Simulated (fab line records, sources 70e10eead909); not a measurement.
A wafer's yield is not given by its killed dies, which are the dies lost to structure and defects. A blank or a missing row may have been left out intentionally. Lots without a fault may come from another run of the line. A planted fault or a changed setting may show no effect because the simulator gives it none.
Matching of chambers ; flow nand_harc ; NHARC_A_BONDPAD_DESCUM_11 on rie_diel-04: 4 sister chambers
The step chemistry O2, time 3 s. 14 wafers are shown with their chamber, then 7 later ones without.

## EACH WAFER AND ITS CHAMBER
wafer;chamber;drypump_motor_current_A (A);oes_product_au (a.u.);throttle_valve_pct (%)
L936.2;1;5.6;0.995;11.308
L936.3;0;6.3;0.990;11.309
L936.5;2;5.5;1.015;11.308
L940.1;3;5.9;1.001;11.311
L940.2;1;5.5;0.998;11.305
L940.6;2;5.5;0.999;11.332
L937.2;0;6.3;1.011;11.315
L937.3;2;5.4;1.013;11.306
L937.5;2;5.5;1.010;11.300
L944.1;1;5.6;0.997;11.309
L944.2;0;6.3;0.996;11.307
L944.6;1;5.6;0.994;11.313
L943.2;1;5.6;0.990;11.293
L943.3;2;5.5;1.012;11.320

SIGNATURES (means of the wafers above)
reading;chamber 0;chamber 1;chamber 2;chamber 3;scatter within a chamber
drypump_motor_current_A;6.300;5.580;5.480;5.900;0.04
oes_product_au;0.99900;0.99480;1.00980;1.00100;0.00657
throttle_valve_pct;11.31033;11.30560;11.31320;11.31100;0.00958
Rule: for each reading, subtract the chamber's mean from the wafer's reading, divide by that reading's scatter and square the result; add these up over the readings and take the root, which gives the wafer's distance from the chamber. The wafer belongs to the nearest chamber; if the next one is less than 2 further off, it can't be placed. The scatter: take each reading less its chamber's mean, square it, sum over the shown wafers, divide by the number of wafers less the number of chambers, and take the root.

## WAFERS WHOSE CHAMBER IS MISSING
wafer;drypump_motor_current_A (A);oes_product_au (a.u.);throttle_valve_pct (%)
L943.4;5.9;1.015;11.315
L945.2;5.6;0.986;11.296
L945.3;5.5;1.017;11.312
L945.6;6.0;1.007;11.325
L957.1;5.6;0.985;11.305
L957.2;5.4;1.001;11.311
L957.6;5.4;1.006;11.308

## THE CHAMBER EACH PASSED THROUGH
wafer;from the rows above;in truth
L943.4;3;3
L945.2;1;1
L945.3;2;2
L945.6;3;3
L957.1;1;1
L957.2;2;2
L957.6;2;2
Placed correctly: 7 of 7. Not placeable from these rows: 0. 0 placed wrongly.
